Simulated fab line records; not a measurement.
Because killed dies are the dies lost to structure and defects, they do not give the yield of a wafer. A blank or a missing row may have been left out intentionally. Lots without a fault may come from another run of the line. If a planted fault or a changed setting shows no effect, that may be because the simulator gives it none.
fab line records	flow n5_finfet
[record] lots = 9	wafers = 26	last_day = 16
route steps=1938 shown GATE_CUT@474 PASSIVATION@1936
lots that met no fault: from a run of the same line without faults
start_h: hours from the record's first day to the start of the lot's first wafer shown	wait_h: time in hours since the lot's previous step	" the same as in the row above	L1.1+2: a row that stands for several wafers	- no value, or no start was given	* or withheld: withheld	< > ~ a bound
route shown NAME@n: NAME is a module with steps in the file, n the number in the route of the first one	usual: mean and standard deviation over wafers with no fault	same: alike in all rows	chamber/n: place in a boat	sites: readings site by site	_std_site: standard deviation across them	_edge_site: mean of outer sites minus mean of inner sites	radius_mm: how far each site lies from the wafer's centre	mask NAME#n: copy n	behind: tool/chamber where the wafer was last shaped	hold: why the lot went on hold/how many hours it stayed there/how the hold came to an end	device: which transistor (n, p or np) failed to switch	end of line: at the end of the route, the tests of the same wafers	a step without rows: its recipe alone	killed: not the wafer's yield, but the dies lost to structure and defects at the first sort	map: per-die view of a wafer (x killed, . not killed, _ where there is no die)
set.NAME: the run value of the setting; set.NAME@STEP: its run value at that earlier step	model.NAME: the simulator's own value behind a step, which no gauge read
one table for each step of the route and one row for each wafer, over a sample of lots
services: a tool's chamber out of use, with start hour (start_h, from the record's first day; less than 0 if before it), hours out, and reason
[[steps]]
[step N5_GATE_CUT_PECVD_57]
[recipe] material = SiNx	target_thk_a = 210	temp_c = 400	precursor = SiH4/NH3/N2	pressure_torr = 1.5	rf_w = 300
[usual] heater_power_w = 812/100	showerhead_plenum_p_Torr = 5.19/0.044	throttle_valve_pct = 39.4/2.9
lot.wafer	tool	chamber	start_h	wait_h	heater_power_w	showerhead_plenum_p_Torr	throttle_valve_pct
L792.1	pecvd-04	2	96.41	1.1	869	5.14	39.0
L792.3	"	0	"	"	771	5.26	41.6
L792.5	"	2	"	"	872	5.14	38.6
L793.1	pecvd-03	2	103.12	1.1	680	5.19	34.0
L793.2	"	0	"	"	1060	5.22	38.7
L793.6	"	2	"	"	661	5.18	34.1
L795.1	pecvd-04	0	106.80	1.1	761	5.27	41.7
L795.2	"	2	"	"	716	5.15	38.6
L795.6	"	1	"	"	805	5.21	44.6
L799.2	pecvd-03	1	137.50	1.1	981	5.20	40.0
L799.5	"	2	"	"	760	5.18	34.1
L799.6	"	0	"	"	904	5.21	38.7
L801.1	pecvd-04	2	154.75	1.1	799	5.15	39.0
L801.3	"	1	"	"	856	5.20	44.7
L801.6	"	0	"	"	764	5.26	41.5
L802.1	pecvd-02	0	160.89	1.1	776	5.22	38.7
L802.2	"	1	"	"	606	5.11	39.4
L802.6	"	0	"	"	780	5.22	38.7
L803.4	pecvd-04	1	164.03	1.1	838	5.21	44.6
L803.5	"	2	"	"	842	5.15	39.0
L803.6	"	0	"	"	691	5.25	41.6
L806.3	pecvd-03	0	178.31	1.1	927	5.22	38.7
L806.4	"	0	"	"	935	5.20	38.8
L807.1	pecvd-03	0	181.86	1.1	904	5.21	38.7
L807.4	"	0	"	"	910	5.20	39.0
L807.6	"	1	"	"	985	5.19	39.9
[step N5_GATE_CUT_ETCH_37]
[recipe] chemistry = N2/H2	target = SOC	target_depth_a = 600	overetch_a = 120	mask_material = SiARC	temp_c = 40	time_s = 90	ion_energy_ev = 200	pressure_mtorr = 30	source_w = 840	bias_w = 150	n2_flow_sccm = 200	h2_flow_sccm = 200
[usual] chamber_pressure_mTorr = 30.003/0.026	drypump_motor_current_A = 5.6/0.47	oes_product_au = 0.70/0.091	rf_vpp_V = 523.9/2.5	showerhead_plenum_p_Torr = 2.55/0.083	throttle_valve_pct = 17.9/0.34
lot.wafer	tool	chamber	start_h	wait_h	chamber_pressure_mTorr	drypump_motor_current_A	oes_product_au	rf_hours_counter_h	rf_vpp_V	showerhead_plenum_p_Torr	throttle_valve_pct
L792.1	rie_diel-05	0	97.37	0.0	30.022	6.5	0.67	168	525.5	2.63	18.1
L792.3	"	2	"	"	29.991	5.8	0.62	246	523.9	2.51	17.9
L792.5	"	0	"	"	30.012	6.5	0.66	-	527.4	2.63	18.1
L793.1	rie_diel-04	3	104.19	0.0	29.994	5.0	0.86	5	525.0	2.60	17.3
L793.2	"	1	"	"	29.937	6.2	0.63	209	520.2	2.42	18.1
L793.6	"	2	"	"	29.982	4.9	0.74	-	525.4	2.59	17.7
L795.1	rie_diel-04	1	107.87	0.0	30.006	6.2	0.62	210	519.1	2.42	18.1
L795.2	"	3	"	"	30.021	5.0	0.85	6	524.8	2.60	17.3
L795.6	"	2	"	"	29.969	4.9	0.75	-	524.8	2.59	17.7
L799.2	rie_diel-04	1	138.79	0.0	29.974	6.2	0.62	220	520.4	2.42	18.1
L799.5	"	2	"	"	29.988	4.9	0.74	-	524.8	2.58	17.7
L799.6	"	3	"	"	30.006	5.0	0.83	-	525.8	2.60	17.3
L801.1	rie_diel-05	3	155.70	0.0	29.993	5.3	0.62	231	522.7	2.53	18.4
L801.3	"	2	"	"	29.995	5.8	0.85	10	522.6	2.50	17.5
L801.6	"	1	"	"	29.957	5.5	0.64	-	523.4	2.54	18.0
L802.1	rie_diel-04	0	162.19	0.0	30.017	5.3	0.86	7	529.0	2.68	17.1
L802.2	"	3	"	"	29.979	5.0	0.81	25	527.7	2.59	17.3
L802.6	"	2	"	"	30.011	4.9	0.73	-	524.0	2.58	17.7
L803.4	rie_diel-05	2	164.99	0.0	30.021	5.7	0.85	-	521.6	2.50	17.5
L803.5	"	3	"	"	30.004	5.3	0.62	-	522.6	2.53	18.4
L803.6	"	0	"	"	29.943	6.5	0.64	-	527.3	2.62	18.1
L806.3	rie_diel-05	0	179.50	0.0	30.021	6.5	0.65	192	525.4	2.62	18.1
L806.4	"	3	"	"	30.033	5.3	0.57	239	523.0	2.52	18.4
L807.1	rie_diel-05	2	182.94	0.0	29.992	5.8	0.78	19	522.1	2.50	17.5
L807.4	"	1	"	"	30.039	5.6	0.57	211	522.0	2.54	18.0
L807.6	"	3	"	"	30.017	5.3	0.61	-	522.9	2.53	18.4
[step N5_GATE_CUT_ETCH_19]
[recipe] chemistry = CH3F/O2	target = SiNx	mask_material = SiO2	target_depth_a = 537	time_s = 76.7	pressure_mtorr = 30	source_w = 395	bias_w = 73	Ar_flow_sccm = 150	CH3F_flow_sccm = 30	O2_flow_sccm = 20	ion_energy_ev = 120	ends = cleared
[usual] chamber_pressure_mTorr = 30.002/0.026	drypump_motor_current_A = 5.6/0.46	etch_rf_on_time_s = 77.2/1.6	oes_product_au = 0.66/0.089	rf_vpp_V = 297/8	showerhead_plenum_p_Torr = 2.00/0.07	throttle_valve_pct = 16.4/0.31
lot.wafer	tool	chamber	start_h	wait_h	chamber_pressure_mTorr	drypump_motor_current_A	etch_rf_on_time_s	oes_product_au	rf_hours_counter_h	rf_vpp_V	showerhead_plenum_p_Torr	throttle_valve_pct
L792.1	rie_diel-05	0	97.58	0.0	29.999	6.5	77.9	0.62	168	310	2.10	16.8
L792.3	"	2	"	"	30.035	5.8	77.4	0.59	246	290	1.95	16.4
L792.5	"	0	"	"	30.014	6.5	78.2	0.62	-	309	2.10	16.7
L793.1	rie_diel-04	3	104.39	0.0	29.999	5.0	76.0	0.82	5	302	2.07	15.9
L793.2	"	1	"	"	29.986	6.2	75.3	0.60	209	303	1.93	16.7
L793.6	"	2	"	"	30.033	4.9	76.0	0.71	-	283	2.03	16.2
L795.1	rie_diel-04	1	108.07	0.0	30.019	6.2	74.5	0.60	210	304	1.93	16.7
L795.2	"	3	"	"	30.002	5.0	75.2	0.82	6	302	2.07	15.9
L795.6	"	2	"	"	29.969	4.9	75.6	0.72	-	283	2.03	16.2
L799.2	rie_diel-04	1	139.00	0.0	30.057	6.2	75.8	0.59	220	304	1.92	16.7
L799.5	"	2	"	"	30.027	4.9	75.7	0.70	-	284	2.03	16.3
L799.6	"	3	"	"	29.991	5.0	76.4	0.80	-	302	2.06	15.9
L801.1	rie_diel-05	3	155.91	0.0	30.002	5.3	75.9	0.59	231	294	1.95	16.6
L801.3	"	2	"	"	29.990	5.7	77.4	0.81	10	291	1.95	15.9
L801.6	"	1	"	"	30.034	5.5	78.6	0.59	-	295	1.95	16.3
L802.1	rie_diel-04	0	162.40	0.0	30.015	5.3	77.1	0.82	7	314	2.13	15.8
L802.2	"	3	"	"	29.961	5.0	77.0	0.77	25	304	2.06	16.0
L802.6	"	2	"	"	30.015	4.9	75.8	0.70	-	283	2.03	16.3
L803.4	rie_diel-05	2	165.21	0.0	29.990	5.8	76.2	0.81	-	290	1.95	15.9
L803.5	"	3	"	"	30.016	5.3	74.9	0.60	-	293	1.95	16.6
L803.6	"	0	"	"	29.983	6.5	78.4	0.61	-	309	2.09	16.8
L806.3	rie_diel-05	0	179.70	0.0	29.967	6.5	78.0	0.61	192	309	2.09	16.8
L806.4	"	3	"	"	29.998	5.3	191.7	0.26	239	293	1.95	16.5
L807.1	rie_diel-05	2	183.15	0.0	29.960	5.8	76.0	0.36	20	290	1.94	15.9
L807.4	"	1	"	"	29.971	5.5	191.7	0.27	211	295	1.95	16.3
L807.6	"	3	"	"	29.976	5.3	75.6	0.58	-	295	1.94	16.6
[step N5_GATE_CUT_CUT_ETCH_53]
[recipe] chemistry = SF6/Cl2	target = W	mask_material = SiO2	target_depth_a = 792	pressure_mtorr = 8	icp_w = 900	bias_w = 80	SF6_flow_sccm = 40	Cl2_flow_sccm = 60	ends = cleared
[usual] chamber_pressure_mTorr = 8.000/0.007	drypump_motor_current_A = 5.5/0.38	etch_rf_on_time_s = 26.2/0.55	oes_product_au = 0.71/0.13	throttle_valve_pct = 28.8/0.34
lot.wafer	tool	chamber	start_h	wait_h	chamber_pressure_mTorr	drypump_motor_current_A	etch_rf_on_time_s	oes_product_au	rf_hours_counter_h	throttle_valve_pct
L792.1	rie_metal-03	0	97.69	0.1	8.002	5.7	26.1	0.86	4	28.7
L792.3	"	0	"	"	7.995	5.7	25.9	0.87	-	28.8
L792.5	"	1	"	"	8.000	5.6	27.4	0.69	-	28.9
L793.1	rie_metal-03	0	104.50	0.1	8.001	5.6	25.6	0.87	4	28.7
L793.2	"	1	"	"	7.995	5.6	27.0	0.70	34	28.9
L793.6	"	0	"	"	7.990	5.7	25.6	0.87	-	28.7
L795.1	rie_metal-02	0	108.18	0.1	8.001	6.1	25.7	0.84	7	28.5
L795.2	"	1	"	"	7.996	5.5	26.3	0.78	18	28.5
L795.6	"	1	"	"	7.994	5.5	26.5	0.78	-	28.5
L799.2	rie_metal-02	0	139.11	0.1	7.996	6.1	25.4	0.83	10	28.5
L799.5	"	0	"	"	8.010	6.1	25.6	0.82	-	28.5
L799.6	"	1	"	"	8.001	5.5	26.1	0.77	-	28.5
L801.1	rie_metal-02	0	156.01	0.1	8.013	6.1	26.0	0.81	12	28.5
L801.3	"	0	"	"	8.004	6.1	25.9	0.81	-	28.5
L801.6	"	1	"	"	8.006	5.5	26.8	0.77	-	28.5
L802.1	rie_metal-02	1	162.51	0.1	7.988	5.5	26.7	0.76	24	28.5
L802.2	"	0	"	"	8.004	6.1	25.7	0.81	12	28.5
L802.6	"	0	"	"	8.005	6.1	26.0	0.82	-	28.5
L803.4	rie_metal-01	0	165.33	0.1	7.995	5.0	26.1	0.53	-	29.3
L803.5	"	0	"	"	8.002	5.0	26.3	0.53	-	29.3
L803.6	"	0	"	"	8.005	5.0	26.4	0.53	-	29.3
L806.3	rie_metal-01	0	179.85	0.1	8.011	5.0	26.2	0.53	-	29.3
L806.4	"	0	"	"	8.006	5.1	34.3	0.22	-	27.9
L807.1	rie_metal-01	0	183.25	0.1	8.000	5.0	34.3	0.22	150	27.9
L807.4	"	0	"	"	7.991	5.1	34.3	0.22	-	27.9
L807.6	"	0	"	"	7.997	5.0	26.2	0.53	-	29.3
[step N5_GATE_CUT_CUT_ETCH_54]
[recipe] chemistry = Cl2/BCl3	target = TiN	mask_material = SiO2	target_depth_a = 967	pressure_mtorr = 10	icp_w = 1000	bias_w = 126	Cl2_flow_sccm = 53.25	bcl3_flow_sccm = 21.75	Ar_flow_sccm = 25	ends = cleared
[usual] chamber_pressure_mTorr = 10.000/0.0086	drypump_motor_current_A = 5.5/0.37	etch_rf_on_time_s = 36.6/0.74	oes_product_au = 0.71/0.13	throttle_valve_pct = 22.18/0.25
lot.wafer	tool	chamber	start_h	wait_h	chamber_pressure_mTorr	drypump_motor_current_A	etch_rf_on_time_s	oes_product_au	rf_hours_counter_h	throttle_valve_pct
L792.1	rie_metal-03	0	97.75	0.0	10.002	5.6	35.8	0.88	4	21.98
L792.3	"	0	"	"	9.993	5.6	35.9	0.87	-	21.97
L792.5	"	1	"	"	10.009	5.7	37.5	0.70	-	22.12
L793.1	rie_metal-03	0	104.58	0.1	10.006	5.7	36.3	0.86	4	21.97
L793.2	"	1	"	"	10.030	5.7	37.9	0.69	34	22.10
L793.6	"	0	"	"	9.991	5.6	35.7	0.87	-	21.97
L795.1	rie_metal-02	0	108.24	0.0	10.002	6.1	35.6	0.84	7	22.08
L795.2	"	1	"	"	9.993	5.5	36.6	0.78	18	21.92
L795.6	"	1	"	"	10.001	5.5	36.7	0.78	-	21.92
L799.2	rie_metal-02	0	139.17	0.0	9.989	6.1	36.5	0.82	10	22.09
L799.5	"	0	"	"	9.995	6.1	36.0	0.82	-	22.08
L799.6	"	1	"	"	9.998	5.5	37.4	0.76	-	21.94
L801.1	rie_metal-02	0	156.07	0.0	9.993	6.1	36.0	0.80	12	22.09
L801.3	"	0	"	"	9.992	6.1	35.9	0.81	-	22.09
L801.6	"	1	"	"	9.997	5.5	37.3	0.76	-	21.95
L802.1	rie_metal-02	1	162.57	0.0	10.009	5.5	37.5	0.75	24	21.95
L802.2	"	0	"	"	9.993	6.1	36.3	0.80	12	22.11
L802.6	"	0	"	"	10.014	6.1	36.2	0.80	-	22.10
L803.4	rie_metal-01	0	165.45	0.1	9.987	5.0	36.8	0.53	-	22.56
L803.5	"	0	"	"	9.998	5.0	36.7	0.53	-	22.55
L803.6	"	0	"	"	10.008	5.0	36.8	0.53	-	22.55
L806.3	rie_metal-01	0	179.97	0.1	10.004	5.1	36.2	0.53	-	22.53
L806.4	"	0	"	"	10.004	5.0	47.9	0.22	-	23.10
L807.1	rie_metal-01	0	183.37	0.1	10.010	5.1	47.9	0.22	150	23.09
L807.4	"	0	"	"	10.007	5.0	47.9	0.22	-	23.09
L807.6	"	0	"	"	10.001	5.0	36.2	0.53	-	22.55
[step N5_GATE_CUT_VAPOR_ETCH_51]
[recipe] chemistry = BCl3/Cl2	target = HfO2	mode = isotropic
[usual] drypump_motor_current_A = 5.5/0.37	oes_product_au = 0.78/0.14
lot.wafer	tool	chamber	start_h	wait_h	drypump_motor_current_A	oes_product_au
L792.1	rie_metal-03	0	97.93	0.0	5.6	0.97
L792.3	"	0	"	"	5.6	0.96
L792.5	"	1	"	"	5.6	0.78
L793.1	rie_metal-03	0	104.82	0.0	5.7	0.96
L793.2	"	1	"	"	5.6	0.79
L793.6	"	0	"	"	5.7	0.97
L795.1	rie_metal-02	0	108.42	0.0	6.1	0.93
L795.2	"	1	"	"	5.5	0.86
L795.6	"	1	"	"	5.5	0.87
L799.2	rie_metal-02	0	139.35	0.0	6.1	0.89
L799.5	"	0	"	"	6.1	0.88
L799.6	"	1	"	"	5.5	0.83
L801.1	rie_metal-02	0	156.25	0.0	6.1	0.89
L801.3	"	0	"	"	6.1	0.89
L801.6	"	1	"	"	5.5	0.84
L802.1	rie_metal-02	1	162.75	0.0	5.5	0.84
L802.2	"	0	"	"	6.1	0.90
L802.6	"	0	"	"	6.1	0.89
L803.4	rie_metal-01	0	165.78	0.1	5.0	0.58
L803.5	"	0	"	"	5.0	0.58
L803.6	"	0	"	"	5.0	0.58
L806.3	rie_metal-01	0	180.31	0.1	5.0	0.58
L806.4	"	0	"	"	5.1	0.58
L807.1	rie_metal-01	0	183.73	0.1	5.0	0.58
L807.4	"	0	"	"	5.0	0.58
L807.6	"	0	"	"	5.0	0.58
[step N5_GATE_CUT_ALD_22]
[recipe] material = SiNx	target_thk_a = 160	temp_c = 400	ald_precursor_family = SiH2I2	ald_co_reactant = N2/H2-plasma	pulse_time_s = 1	ald_cycles = 320	purge_time_s = 2	co_reactant_purge_time_s = 2	pressure_torr = 2
[usual] heater_power_w = 838/90	precursor_pulse_height_rel = 0.997/0.02
lot.wafer	tool	chamber	start_h	wait_h	heater_power_w	precursor_pulse_height_rel
L792.1	ald_sin-04	0	98.13	0.0	865	0.977
L792.3	"	2	"	"	925	1.044
L792.5	"	2	"	"	926	1.012
L793.1	ald_sin-01	1	105.08	0.1	831	1.043
L793.2	"	3	"	"	623	1.022
L793.6	"	1	"	"	852	0.997
L795.1	ald_sin-01	0	108.63	0.0	716	0.962
L795.2	"	3	"	"	624	0.974
L795.6	"	1	"	"	879	1.035
L799.2	ald_sin-02	3	139.74	0.2	890	0.986
L799.5	"	3	"	"	897	1.005
L799.6	"	0	"	"	753	1.008
L801.1	ald_sin-02	1	156.55	0.0	976	1.008
L801.3	"	3	"	"	892	0.995
L801.6	"	1	"	"	973	1.026
L802.1	ald_sin-04	0	163.23	0.3	858	0.991
L802.2	"	1	"	"	832	0.977
L802.6	"	1	"	"	844	1.037
L803.4	ald_sin-01	0	166.08	0.1	718	1.001
L803.5	"	0	"	"	703	1.013
L803.6	"	1	"	"	860	0.983
L806.3	ald_sin-04	3	180.87	0.4	911	1.023
L806.4	"	2	"	"	918	0.984
L807.1	ald_sin-02	3	183.97	0.0	896	1.008
L807.4	"	3	"	"	917	1.003
L807.6	"	2	"	"	760	0.946
[step N5_PASSIVATION_PROBE_49]
[usual] killed_at_M0_to_M3 = 33/11	killed_at_M4_up = 13/5.2	killed_at_contacts = 11/5.7	killed_at_front_end = 39/11	killed_at_other = 4/3	killed_dies = 101/20	killed_on_rim = 13/4.1	killed_open = 66/15	killed_short = 33/8.4
[same] gross_dies = 1180	killed_at_back_side = 0
lot.wafer	tool	chamber	start_h	wait_h	killed_at_M0_to_M3	killed_at_M4_up	killed_at_contacts	killed_at_front_end	killed_at_other	killed_dies	killed_on_rim	killed_open	killed_short
L799.2	prober-02	-	331.77	0.1	20	3	10	28	1	62	10	43	16
L799.5	prober-02	-	331.92	0.2	28	9	6	34	2	79	10	56	20
L799.6	prober-02	-	331.97	0.3	30	12	14	20	0	76	10	57	16
L802.1	prober-01	-	342.43	0.0	42	7	8	62	8	127	18	76	50
L802.2	prober-01	-	342.48	0.1	51	16	11	54	1	133	23	91	42
L802.6	prober-01	-	342.68	0.3	21	23	13	64	4	125	18	77	46
L806.3	prober-01	-	372.64	0.1	40	18	4	43	6	111	16	71	40
L806.4	prober-01	-	372.69	0.2	39	15	4	1111	4	1173	149	65	30
L807.1	prober-02	-	385.93	0.0	21	10	8	1132	2	1173	152	52	28
L807.4	prober-02	-	386.08	0.2	26	16	11	1123	4	1180	152	60	30
L807.6	prober-02	-	386.18	0.3	30	13	5	50	3	101	13	69	30
// killed by level:class
L799.2 MOL_CONTACT_COAG:geometric_particle:open=9 DUMMY_GATE:geometric_particle:open=7 BEOL_M2:geometric_particle:open=5 FIN_SAQP:geometric_particle:open=4 BEOL_M0_SAQP:geometric_particle:open=4 BEOL_M0:geometric_particle:open=4 STI_FIN_REVEAL:geometric_particle:open=3 DUMMY_GATE:geometric_particle:short=3
L799.5 DUMMY_GATE:geometric_particle:open=8 BEOL_M3:geometric_particle:open=8 FIN_SAQP:geometric_particle:open=5 STI_FIN_REVEAL:geometric_particle:open=5 BEOL_M0_SAQP:geometric_particle:open=5 BEOL_M1:geometric_particle:open=5 FIN_SAQP:geometric_particle:short=4 MOL_CONTACT_COAG:geometric_particle:short=3
L799.6 BEOL_M3:geometric_particle:open=13 MOL_CONTACT_COAG:geometric_particle:open=11 BEOL_M2:geometric_particle:open=6 DUMMY_GATE:geometric_particle:open=5 BEOL_M8:geometric_particle:open=4 MOL_CONTACT_COAG:geometric_particle:short=3 BEOL_M4:geometric_particle:open=3 STARTING-WAFER:geometric_particle:open=3
L802.1 STI_FIN_REVEAL:geometric_particle:open=29 FIN_SAQP:geometric_particle:short=12 BEOL_M0_SAQP:geometric_particle:short=8 BEOL_M3:geometric_particle:open=7 BEOL_M1:geometric_particle:short=7 MOL_CONTACT_COAG:geometric_particle:open=6 BEOL_M2:geometric_particle:open=6 BEOL_M0_SAQP:geometric_particle:open=5
L802.2 FIN_SAQP:geometric_particle:short=16 STI_FIN_REVEAL:geometric_particle:open=14 BEOL_M0_SAQP:geometric_particle:open=13 BEOL_M3:geometric_particle:open=13 FIN_SAQP:geometric_particle:open=12 MOL_CONTACT_COAG:geometric_particle:open=9 BEOL_M0_SAQP:geometric_particle:short=9 BEOL_M1:geometric_particle:open=5
L802.6 STI_FIN_REVEAL:geometric_particle:open=26 FIN_SAQP:geometric_particle:short=15 BEOL_M0_SAQP:geometric_particle:short=12 MOL_CONTACT_COAG:geometric_particle:open=11 BEOL_M4:geometric_particle:open=10 FIN_SAQP:geometric_particle:open=9 BEOL_M3:geometric_particle:open=5 STI_FIN_REVEAL:geometric_particle:short=3
L806.3 BEOL_M0_SAQP:geometric_particle:short=15 STI_FIN_REVEAL:geometric_particle:open=11 FIN_SAQP:geometric_particle:open=9 BEOL_M0_SAQP:geometric_particle:open=9 BEOL_M5:geometric_particle:open=8 FIN_SAQP:geometric_particle:short=6 BEOL_M2:geometric_particle:open=6 BEOL_M1:geometric_particle:open=5
L806.4 GATE_CUT:area_etch=1078 BEOL_M0_SAQP:geometric_particle:short=12 STI_FIN_REVEAL:geometric_particle:open=11 BEOL_M0_SAQP:geometric_particle:open=11 BEOL_M4:geometric_particle:open=7 BEOL_M2:geometric_particle:open=7 GATE_CUT:geometric_particle:open=5 MOL_CONTACT_COAG:geometric_particle:open=4
L807.1 GATE_CUT:area_etch=1093 FIN_SAQP:geometric_particle:short=11 FIN_SAQP:geometric_particle:open=9 STI_FIN_REVEAL:geometric_particle:open=8 MOL_CONTACT_COAG:geometric_particle:open=7 BEOL_M1:geometric_particle:open=6 BEOL_M0_SAQP:geometric_particle:short=6 BEOL_M4:geometric_particle:open=6
L807.4 GATE_CUT:area_etch=1090 STI_FIN_REVEAL:geometric_particle:open=9 MOL_CONTACT_COAG:geometric_particle:open=8 FIN_SAQP:geometric_particle:open=7 FIN_SAQP:geometric_particle:short=6 BEOL_M3:geometric_particle:open=6 BEOL_M2:geometric_particle:open=5 BEOL_M0_SAQP:geometric_particle:open=5
L807.6 FIN_SAQP:geometric_particle:open=14 FIN_SAQP:geometric_particle:short=9 DUMMY_GATE:geometric_particle:open=9 BEOL_M2:geometric_particle:open=8 STI_FIN_REVEAL:geometric_particle:open=7 BEOL_M0_SAQP:geometric_particle:open=5 BEOL_M4:geometric_particle:open=5 BEOL_M5:geometric_particle:open=5
[[services]]
tool	chamber	start_h	hours	kind
rie_diel-04	3	75.44	-	clean
rie_diel-04	3	75.44	-	consumable_replace:focus_ring
rie_diel-04	3	75.44	12.3	scheduled_down
rie_metal-03	1	79.41	17.3	repair
rie_diel-04	2	79.75	5.4	repair
pecvd-02	-	81.23	0.8	repair
pecvd-03	2	83.11	5.5	repair
rie_metal-03	0	85.81	3.8	repair
pecvd-04	1	94.15	4.8	repair
pecvd-03	-	95.93	0.6	repair
rie_diel-05	2	111.34	-	clean
rie_diel-05	2	111.34	-	consumable_replace:focus_ring
rie_diel-05	2	111.34	15.7	scheduled_down
rie_diel-05	2	111.34	15.7	vent_cycle
ald_sin-01	3	121.34	8.3	repair
rie_diel-05	0	139.20	12.1	repair
rie_metal-01	1	144.96	112.8	repair
pecvd-03	-	158.00	6.0	pm
ald_sin-04	2	164.94	4.4	repair
rie_metal-03	1	165.66	1.4	repair
rie_diel-04	3	171.42	1.6	repair
ald_sin-01	1	171.53	16.3	repair
ald_sin-02	0	176.86	13.6	repair
ald_sin-01	-	178.29	2.8	pm
[[key]]
[first_sign] step = N5_GATE_CUT_ETCH_19	reading = etch_rf_on_time_s	direction = up	sigmas = 48	usual = *	struck = *	wafers_moved = 2
[effect] step = N5_GATE_CUT_ETCH_19	reading = oes_product_au	direction = down	sigmas = 4.1	usual = 0.66	struck = 0.30
[effect] step = N5_GATE_CUT_CUT_ETCH_53	reading = etch_rf_on_time_s	direction = up	sigmas = 15	usual = *	struck = *
[effect] step = N5_GATE_CUT_CUT_ETCH_54	reading = etch_rf_on_time_s	direction = up	sigmas = 15	usual = *	struck = *
[effect] step = N5_PASSIVATION_PROBE_49	reading = killed_at_front_end	direction = up	sigmas = 97	usual = 39	struck = 1122
[more_kills_born_at] N5_GATE_CUT_ETCH_37@rie_diel-05 = 3261
met_at N5_GATE_CUT_ETCH_37
struck_lots L806,L807
struck_wafers L806.4,L807.1,L807.4
later_rows_left_out L806.4,L807.1,L807.4
tester_left_out L806,L807
not_acting_at N5_GATE_CUT_PECVD_57,N5_GATE_CUT_VAPOR_ETCH_51,N5_GATE_CUT_ALD_22
onset_between 164.99 179.50
[fault] kind = process_parameter_drift	tool = rie_diel-05	chamber = -	onset_h = 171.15	steps = N5_GATE_CUT_ETCH_37	channel = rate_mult	offset = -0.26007	shape = step	end_h = 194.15	scope = struck_wafers_only
// tester_left_out: of these lots the tester's yield and bins aren't shown, on N5 and GAA mostly nor the transistor test; their killed dies are dies lost to structure and defects alone, not to doping, threshold or leakage, so they don't give the yield
// later_rows_left_out: the simulator's readings of these wafers behind a module that went badly wrong aren't trusted and aren't shown, but for the sort
